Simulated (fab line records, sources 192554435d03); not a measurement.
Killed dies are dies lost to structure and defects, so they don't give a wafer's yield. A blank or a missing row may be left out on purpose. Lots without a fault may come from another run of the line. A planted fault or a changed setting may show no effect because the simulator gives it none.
Chamber matching | flow n5_finfet | N5_PASSIVATION_DESCUM_46 on rie_diel-06: 4 sister chambers
The step chemistry O2, time 7.9 s. 14 wafers are shown with their chamber, then 7 later ones without.

WAFERS WITH THEIR CHAMBER
wafer  | chamber | showerhead_plenum_p_Torr (Torr) | drypump_motor_current_A (A) | throttle_valve_pct (%)
L489.1 | 3       | 2.10                            | 5.4                         | 20.32
L489.4 | 0       | 2.10                            | 5.8                         | 20.59
L489.5 | 2       | 2.07                            | 6.8                         | 20.94
L491.1 | 2       | 2.07                            | 6.8                         | 20.93
L491.3 | 1       | 2.01                            | 5.8                         | 20.71
L491.5 | 0       | 2.09                            | 5.7                         | 20.60
L493.1 | 1       | 2.01                            | 5.8                         | 20.73
L493.4 | 0       | 2.09                            | 5.7                         | 20.61
L493.5 | 1       | 2.01                            | 5.8                         | 20.72
L492.1 | 3       | 2.10                            | 5.4                         | 20.34
L492.5 | 0       | 2.09                            | 5.7                         | 20.61
L492.6 | 1       | 2.01                            | 5.8                         | 20.72
L498.1 | 3       | 2.10                            | 5.4                         | 20.34
L498.2 | 1       | 2.01                            | 5.7                         | 20.75

SIGNATURES (means of the wafers above)
reading                  | chamber 0 | chamber 1 | chamber 2 | chamber 3 | scatter within a chamber
showerhead_plenum_p_Torr | 2.0925    | 2.0100    | 2.0700    | 2.1000    | 0.00274
drypump_motor_current_A  | 5.725     | 5.780     | 6.800     | 5.400     | 0.0394
throttle_valve_pct       | 20.6025   | 20.7260   | 20.9350   | 20.3333   | 0.0123
Rule: a wafer's distance from a chamber is the root of the sum, over the readings, of the square of ((its reading less the chamber's mean) divided by the reading's scatter). The wafer belongs to the nearest chamber; if the next one is less than 2 further off, it can't be placed. The scatter: the root of (the sum of the squares of (reading less its chamber's mean) over the shown wafers, divided by (wafers less chambers)).

WAFERS WITHOUT THEIR CHAMBER
wafer  | showerhead_plenum_p_Torr (Torr) | drypump_motor_current_A (A) | throttle_valve_pct (%)
L498.5 | 2.01                            | 5.8                         | 20.75
L501.1 | 2.08                            | 5.8                         | 20.64
L501.3 | 2.06                            | 6.8                         | 21.00
L501.4 | 2.00                            | 5.7                         | 20.76
L505.1 | 2.08                            | 5.8                         | 20.66
L505.4 | 2.06                            | 6.8                         | 20.96
L505.5 | 2.09                            | 5.4                         | 20.37

WHICH CHAMBER EACH WENT THROUGH
wafer  | from the rows above | in truth
L498.5 | 1                   | 1
L501.1 | 0                   | 0
L501.3 | 2                   | 2
L501.4 | 1                   | 1
L505.1 | 0                   | 0
L505.4 | 2                   | 2
L505.5 | 3                   | 3
Placed correctly: 7 of 7. Can't be placed from these rows: 0. Placed wrongly: 0.
